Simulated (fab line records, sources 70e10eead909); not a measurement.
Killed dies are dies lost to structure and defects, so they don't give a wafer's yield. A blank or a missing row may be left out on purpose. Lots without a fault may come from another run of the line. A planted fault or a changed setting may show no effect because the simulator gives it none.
fab line records | flow nand_harc
record lots=6 wafers=18 last_day=32
route steps=1302 shown A_CONTACT@1100 A_BLC@1107 END@1302
lots that met no fault: from a run of the same line without faults
start_h: hours from the record's first day to the start of the lot's first wafer shown | wait_h: hours since the lot's step before | " the same as in the row above | L1.1+2: a row that stands for several wafers | - no value, or no start given | * or withheld: withheld | < > ~ a bound
route shown NAME@n: a module of which the file shows steps, and the number in the route of the first | usual: mean/standard deviation of fault-free wafers | same: alike in all rows | chamber/n: place in a boat | sites: the reading at each site | _std_site: their standard deviation | _edge_site: outer sites' mean less inner sites' | radius_mm: how far each site lies from the wafer's centre | mask NAME#n: copy n | behind: the tool/chamber that last shaped the wafer | hold: why the lot was held/for how many hours/how that ended | device: the transistor (n, p or np) that didn't switch | end of line: the same wafers' tests at the end of the route | a step without rows: its recipe alone | killed: dies lost to structure and defects at the first sort, not the wafer's yield | map: a wafer's dies, x killed, . not, _ none there
set.NAME: the setting as run; set.NAME@STEP: as run at that earlier step | model.NAME: the simulator's own value behind a step, which no gauge read
lots at some steps of the route; a table a step, a row a wafer
services: from which hour (start_h, from the record's first day; less than 0 if before it) a tool's chamber was out of use, for how many hours, and why
## steps
# step NHARC_A_CONTACT_STRIP_27
# recipe time_s=600 temp_c=30 chemistry=post_etch_residue_remover
# step NHARC_A_CONTACT_ALD_18
# recipe target_thk_a=30 pulse_time_s=1 ald_cycles=150 temp_c=450 material=TiN
# usual heater_power_w=1094/82 precursor_pulse_height_rel=1.001/0.02
# columns lot.wafer tool chamber start_h wait_h heater_power_w precursor_pulse_height_rel since_wet_clean_h
L682.1 ald_metal-04 2 585.94 - 1033 1.006 102
L682.4 " 0 " " 1031 1.012 102
L682.5 " 1 " " 1021 0.957 -
L686.3 ald_metal-04 1 618.17 - 1006 1.007 134
L686.2 " 2 " " 1052 1.017 134
L686.4 " 3 " " 1220 1.042 134
L683.1 ald_metal-03 1 623.39 - 1043 0.965 45
L683.6 " 3 " " 1064 0.989 -
L683.5 " 0 " " 1078 0.985 -
L687.2 ald_metal-03 1 632.44 - 1036 1.023 54
L687.3 " 2 " " 1245 0.994 54
L687.6 " 0 " " 1092 0.978 -
L692.3 ald_metal-03 1 709.07 - 1045 0.986 131
L692.2 " 3 " " 1059 0.986 131
L692.5 " 0 " " 1100 0.982 -
L695.3 ald_metal-03 3 718.48 - 1047 1.011 141
L695.2 " 0 " " 1090 1.029 141
L695.6 " 1 " " 1044 1.001 -
# step NHARC_A_CONTACT_CVD_19
# recipe target_thk_a=3000 temp_c=300 pressure_torr=40 wf6_flow_sccm=40 h2_flow_sccm=1600 ar_flow_sccm=1560 time_s=802 material=W
# usual heater_power_w=479/36 mfc_ar_sccm=1560/4.5 mfc_h2_sccm=1600/4.6 throttle_valve_pct=7.92/0.27
# columns lot.wafer tool chamber start_h wait_h heater_power_w mfc_ar_sccm mfc_h2_sccm since_wet_clean_h throttle_valve_pct
L682.1 cvd_w-01 0 - - 452 1558 1596 26 7.58
L682.4 " 1 " " 442 1564 1601 - 7.78
L682.5 " 0 " " 459 1565 1605 - 7.88
L686.2 cvd_w-02 1 - - 529 1566 1604 155 7.83
L686.4 " 0 " " 477 1561 1601 - 8.25
L686.3 " 1 " " 524 1562 1596 - 8.00
L683.1 cvd_w-02 1 - - 536 1549 1595 160 7.77
L683.5 " 0 " " 476 1553 1596 - 8.41
L683.6 " 1 " " 529 1552 1603 - 7.95
L687.2 cvd_w-01 1 - - 440 1565 1602 73 7.90
L687.3 " 0 " " 461 1565 1605 - 7.64
L687.6 " 0 " " 452 1558 1605 - 7.54
L692.2 cvd_w-01 0 - - 459 1554 1610 149 7.88
L692.3 " 1 " " 435 1555 1605 - 8.00
L692.5 " 0 " " 455 1551 1603 - 7.61
L695.2 cvd_w-02 0 - - 496 1556 1603 74 8.25
L695.3 " 1 " " 528 1554 1596 - 7.95
L695.6 " 0 " " 502 1560 1603 - 8.11
# step NHARC_A_CONTACT_CMP_20
# recipe t_overpolish_s=30 target_thk_nm=300
# usual motor_current_A=11.9/0.93 overpolish_run_s=30.001/0.01 pad_life_wafers=165/100 time_to_endpoint_s=60.0/2.6
# columns lot.wafer tool chamber start_h wait_h motor_current_A overpolish_run_s pad_life_wafers time_to_endpoint_s
L682.1 cmp-03 2 587.06 0.7 12.9 30.001 122 61.1
L682.4 " 3 " " 12.5 30.005 123 58.2
L682.5 " 1 " " 13.1 29.990 - 57.9
L686.4 cmp-02 3 619.22 0.5 10.1 30.010 360 59.5
L686.3 " 0 " " 12.5 30.006 361 61.0
L686.2 " 2 " " 11.0 30.004 363 58.7
L683.1 cmp-03 1 624.46 0.7 13.5 30.019 258 61.2
L683.5 " 1 " " 13.9 29.988 - 62.0
L683.6 " 2 " " 13.0 30.013 - 62.3
L687.2 cmp-03 1 633.56 0.7 12.4 30.002 307 57.3
L687.3 " 2 " " 13.3 29.997 308 58.3
L687.6 " 1 " " 14.0 29.996 - 58.6
L692.2 cmp-01 3 710.14 0.8 12.5 30.007 96 56.3
L692.3 " 0 " " 11.8 30.020 97 60.1
L692.5 " 0 " " 11.5 29.993 - 59.5
L695.3 cmp-03 1 719.56 0.4 13.3 30.008 259 63.0
L695.2 " 2 " " 12.9 30.009 260 62.9
L695.6 " 1 " " 13.8 29.991 - 61.0
# step NHARC_A_CONTACT_SRD_22
# step NHARC_A_CONTACT_INSPECT_23
# usual raw_defect_count=508/130
# columns lot.wafer tool chamber start_h wait_h raw_defect_count
L682.1 defect_inspect-01 - 587.41 0.1 617
L682.4 " - " " 738
L682.5 " - " " 645
L686.2 defect_inspect-01 - 619.62 0.1 297
L686.3 " - " " 429
L686.4 " - " " 293
L683.1 defect_inspect-01 - 624.88 0.1 483
L683.5 " - " " 574
L683.6 " - " " 559
L687.2 defect_inspect-01 - 633.94 0.1 301
L687.3 " - " " 566
L687.6 " - " " 359
L692.2 defect_inspect-01 - 710.55 0.1 488
L692.3 " - " " 442
L692.5 " - " " 520
L695.2 defect_inspect-02 - 719.94 0.1 467
L695.3 " - " " 442
L695.6 " - " " 397
# step NHARC_A_BLC_DEHYDRATE_00
# recipe temp_c=150 time_s=120
# step NHARC_A_BLC_HMDS_01
# recipe time_s=30
# step NHARC_A_BLC_COAT_02
# recipe temp_c=260 time_s=75
# step NHARC_A_BLC_COAT_03
# recipe temp_c=225 time_s=65
# step NHARC_A_BLC_COAT_04
# recipe spin_rpm=1500 resist_thk_nm=90
# step NHARC_A_BLC_SOFTBAKE_05
# recipe temp_c=105 time_s=55
# usual heater_power_total_W=188.47/0.14
# columns lot.wafer tool chamber start_h wait_h heater_power_total_W
L682.1 litho_track-01 0 587 - 188.59
L682.4 " 0 " " 188.55
L682.5 " 0 " " 188.36
L686.2 litho_track-04 0 619 - 188.40
L686.3 " 0 " " 188.40
L686.4 " 0 " " 188.43
L683.1 litho_track-06 0 624 - 188.43
L683.5 " 0 " " 188.80
L683.6 " 0 " " 188.38
L687.2 litho_track-04 0 634 - 188.46
L687.3 " 0 " " 188.34
L687.6 " 0 " " 188.49
L692.2 litho_track-01 0 710 - 186.75
L692.3 " 0 " " 186.71
L692.5 " 0 " " 186.85
L695.2 litho_track-01 0 720 - 186.92
L695.3 " 0 " " 187.01
L695.6 " 0 " " 186.81
# step NHARC_A_BLC_EBR_06
# step NHARC_END_SORT_01
# recipe temp_c=25
# usual killed_at_array=50/14 killed_at_other=0.9/1 killed_at_periphery=3.9/2.5 killed_dies=55/15 killed_open=3.5/1.9 killed_short=2.5/1.7
# same gross_dies=677
# columns lot.wafer tool chamber start_h wait_h killed_at_array killed_at_other killed_at_periphery killed_dies killed_open killed_short
L682.1 prober-01 0 630.48 2.5 68 1 4 73 5 1
L682.4 prober-01 0 632.89 3.4 70 0 6 76 6 0
L682.5 prober-01 0 633.69 3.7 76 2 5 83 2 2
L686.2 prober-02 0 664.47 2.8 35 1 3 39 3 4
L686.3 prober-02 0 665.27 3.1 44 0 1 45 0 7
L686.4 prober-02 0 666.07 3.4 39 0 1 40 3 5
L683.1 prober-01 0 671.56 2.5 43 1 2 46 2 3
L683.5 prober-01 0 674.72 3.7 52 0 2 54 3 1
L683.6 prober-01 0 675.52 4.0 65 1 3 69 2 6
L687.2 prober-01 0 680.10 2.8 40 0 7 47 6 3
L687.3 prober-01 0 680.91 3.1 49 0 5 54 4 3
L687.6 prober-01 0 683.33 4.0 45 0 6 51 5 2
L692.2 prober-02 0 754.85 2.9 50 1 2 53 1 2
L692.3 prober-02 0 755.66 3.1 56 0 4 60 7 3
L692.5 prober-02 0 757.26 3.7 55 1 2 58 2 3
L695.2 prober-01 0 771.50 2.8 45 0 7 52 2 1
L695.3 prober-01 0 772.30 3.1 50 1 6 57 3 1
L695.6 prober-01 0 774.70 4.0 55 2 4 61 5 1
# killed by level:class
L682.1 A_CHANNEL_HOLE_D2:chamber_film_flake=34 A_CHANNEL_HOLE_D1:chamber_film_flake=15 A_CONTACT:chamber_film_flake=7 A_WL_FILL:chamber_film_flake=3 P_CONTACT:chamber_film_flake=2 A_STAIRCASE:chamber_film_flake=2 P_M0:geometric_particle:short=1 A_DECK1_JOINT:geometric_particle:open=1
L682.4 A_CHANNEL_HOLE_D1:chamber_film_flake=26 A_CHANNEL_HOLE_D2:chamber_film_flake=26 A_CONTACT:chamber_film_flake=7 A_STAIRCASE:chamber_film_flake=3 P_CONTACT:geometric_particle:open=2 P_CONTACT:chamber_film_flake=2 A_SLIT:chamber_film_flake=2 A_WL_FILL:chamber_film_flake=2
L682.5 A_CHANNEL_HOLE_D2:chamber_film_flake=39 A_CHANNEL_HOLE_D1:chamber_film_flake=17 A_CONTACT:chamber_film_flake=8 A_WL_FILL:chamber_film_flake=4 P_CONTACT:chamber_film_flake=3 A_DECK1_JOINT:chamber_film_flake=3 THIN_TSV:chamber_film_flake=2 P_GATE:geometric_particle:open=1
L686.2 A_CHANNEL_HOLE_D2:chamber_film_flake=12 A_CONTACT:chamber_film_flake=5 A_CHANNEL_HOLE_D1:chamber_film_flake=4 A_BLC:chamber_film_flake=4 A_CHANNEL_FILL_D1:chamber_film_flake=2 P_M1:geometric_particle:open=1 P_M2:geometric_particle:open=1 A_ONON_D2:geometric_particle:open=1
L686.3 A_CHANNEL_HOLE_D2:chamber_film_flake=16 A_CHANNEL_HOLE_D1:chamber_film_flake=7 A_BLC:chamber_film_flake=6 A_WL_FILL:geometric_particle:short=5 A_CONTACT:chamber_film_flake=5 A_STAIRCASE:chamber_film_flake=2 A_ONON_D1:geometric_particle:short=1 A_ONON_D2:geometric_particle:short=1
L686.4 A_CHANNEL_HOLE_D2:chamber_film_flake=16 A_CHANNEL_HOLE_D1:chamber_film_flake=5 A_STAIRCASE:chamber_film_flake=4 A_CONTACT:chamber_film_flake=3 A_CHANNEL_FILL_D1:geometric_particle:short=2 A_CHANNEL_FILL_D1:chamber_film_flake=2 A_BLC:chamber_film_flake=2 P_CONTACT:geometric_particle:short=1
L683.1 A_SLIT:chamber_film_flake=24 A_CHANNEL_HOLE_D2:chamber_film_flake=6 A_DECK1_JOINT:chamber_film_flake=3 A_CHANNEL_HOLE_D1:chamber_film_flake=2 A_DECK1_JOINT:geometric_particle:short=1 A_ONON_D2:geometric_particle:short=1 A_WL_FILL:geometric_particle:open=1 A_WL_FILL:geometric_particle:short=1
L683.5 A_SLIT:chamber_film_flake=24 A_CHANNEL_HOLE_D2:chamber_film_flake=15 A_CONTACT:chamber_film_flake=5 A_CHANNEL_HOLE_D1:chamber_film_flake=3 P_CONTACT:geometric_particle:open=1 A_CHANNEL_FILL_D1:geometric_particle:open=1 A_WL_FILL:geometric_particle:short=1 A_M1:geometric_particle:open=1
L683.6 A_SLIT:chamber_film_flake=34 A_CHANNEL_HOLE_D2:chamber_film_flake=17 A_CHANNEL_HOLE_D1:chamber_film_flake=3 A_CONTACT:chamber_film_flake=3 P_M0:geometric_particle:short=2 A_CHANNEL_HOLE_D1:geometric_particle:short=1 A_DECK1_JOINT:geometric_particle:short=1 A_WL_FILL:geometric_particle:short=1
L687.2 A_CHANNEL_HOLE_D1:chamber_film_flake=15 A_CHANNEL_HOLE_D2:chamber_film_flake=7 A_SGD_CUT:chamber_film_flake=5 A_CONTACT:chamber_film_flake=3 P_GATE:chamber_film_flake=2 P_BONDPAD:chamber_film_flake=2 A_WL_FILL:chamber_film_flake=2 P_CONTACT:geometric_particle:short=1
L687.3 A_CHANNEL_HOLE_D1:chamber_film_flake=17 A_CHANNEL_HOLE_D2:chamber_film_flake=12 A_SGD_CUT:chamber_film_flake=6 A_CONTACT:chamber_film_flake=4 P_GATE:chamber_film_flake=3 A_WL_FILL:geometric_particle:open=2 P_BONDPAD:chamber_film_flake=2 A_STAIRCASE:chamber_film_flake=2
L687.6 A_CHANNEL_HOLE_D1:chamber_film_flake=15 A_CHANNEL_HOLE_D2:chamber_film_flake=12 A_SGD_CUT:chamber_film_flake=5 P_BONDPAD:chamber_film_flake=3 A_ZERO_WELL:chamber_film_flake=2 A_CONTACT:chamber_film_flake=2 P_M0:geometric_particle:open=1 P_M2:geometric_particle:open=1
L692.2 A_CHANNEL_HOLE_D2:chamber_film_flake=23 A_CHANNEL_HOLE_D1:chamber_film_flake=9 A_CONTACT:chamber_film_flake=8 A_CHANNEL_FILL_D2:chamber_film_flake=6 P_CONTACT:geometric_particle:short=1 A_ONON_D2:geometric_particle:short=1 A_WL_FILL:geometric_particle:open=1 P_GATE:chamber_film_flake=1
L692.3 A_CHANNEL_HOLE_D2:chamber_film_flake=20 A_CONTACT:chamber_film_flake=9 A_CHANNEL_HOLE_D1:chamber_film_flake=5 A_SLIT:chamber_film_flake=4 P_GATE:chamber_film_flake=3 A_CHANNEL_FILL_D2:chamber_film_flake=3 A_CHANNEL_HOLE_D2:geometric_particle:open=2 A_CHANNEL_FILL_D2:geometric_particle:open=2
L692.5 A_CHANNEL_HOLE_D2:chamber_film_flake=26 A_CHANNEL_HOLE_D1:chamber_film_flake=8 A_CONTACT:chamber_film_flake=6 A_SLIT:chamber_film_flake=4 A_DECK1_JOINT:chamber_film_flake=2 A_CHANNEL_FILL_D2:chamber_film_flake=2 P_CONTACT:geometric_particle:open=1 A_DECK1_JOINT:geometric_particle:short=1
L695.2 A_CHANNEL_HOLE_D2:chamber_film_flake=23 A_CHANNEL_HOLE_D1:chamber_film_flake=11 P_CONTACT:chamber_film_flake=6 A_SLIT:chamber_film_flake=3 A_CONTACT:chamber_film_flake=2 P_CONTACT:geometric_particle:open=1 A_CHANNEL_FILL_D2:geometric_particle:short=1 A_CHANNEL_FILL_D2:geometric_particle:open=1
L695.3 A_CHANNEL_HOLE_D2:chamber_film_flake=25 A_CHANNEL_HOLE_D1:chamber_film_flake=10 A_CONTACT:chamber_film_flake=5 P_CONTACT:chamber_film_flake=3 A_SLIT:chamber_film_flake=3 P_GATE:geometric_particle:open=1 A_SOURCE_PLATE:geometric_particle:short=1 A_DECK1_JOINT:geometric_particle:open=1
L695.6 A_CHANNEL_HOLE_D2:chamber_film_flake=24 A_CHANNEL_HOLE_D1:chamber_film_flake=13 A_CONTACT:chamber_film_flake=5 A_WL_FILL:chamber_film_flake=3 P_M0:geometric_particle:open=2 A_ONON_D1:geometric_particle:open=2 P_CONTACT:chamber_film_flake=2 A_CHANNEL_FILL_D2:chamber_film_flake=2
## services
# columns tool chamber start_h hours kind
cmp-02 - 562.73 0.3 repair
ald_metal-03 - 568.00 10.0 pm
cmp-01 - 577.50 4.0 pm
cmp-01 - 594.04 0.6 repair
ald_metal-03 3 596.61 4.6 repair
cmp-02 - 599.91 0.4 repair
cmp-01 - 613.09 3.3 repair
cmp-02 - 624.80 4.0 pm
cmp-01 - 624.82 2.5 repair
cvd_w-02 - 631.41 13.0 pm
cvd_w-01 - 637.94 1.1 repair
cmp-02 - 645.23 2.2 repair
ald_metal-04 - 652.00 10.0 pm
cmp-03 - 652.09 4.0 pm
cmp-03 - 659.86 2.9 repair
cvd_w-01 1 661.11 3.2 repair
ald_metal-03 2 661.79 5.4 repair
cmp-01 - 665.34 1.9 repair
cmp-03 - 669.12 3.1 repair
cmp-01 - 675.50 4.0 pm
litho_track-01 - 680.00 7.0 pm
cmp-03 - 695.65 1.2 repair
ald_metal-03 3 695.73 8.5 repair
cvd_w-02 - 707.92 0.6 repair
## key
first_sign step=NHARC_A_BLC_SOFTBAKE_05 reading=heater_power_total_W direction=down sigmas=12 usual=* struck=*
effect none on later readings
met_at NHARC_A_BLC_SOFTBAKE_05
struck_wafers L692.2,L692.3,L692.5,L695.2,L695.3,L695.6
tester_left_out L692,L695
onset_between 587 710
fault kind=process_parameter_drift tool=litho_track-01 chamber=- onset_h=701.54 steps=NHARC_A_BLC_SOFTBAKE_05 channel=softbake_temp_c offset=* shape=step end_h=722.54 acts_in=* stated=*
# tester_left_out: of these lots the tester's yield and bins aren't shown, on N5 and GAA mostly nor the transistor test; their killed dies are dies lost to structure and defects alone, not to doping, threshold or leakage, so they don't give the yield
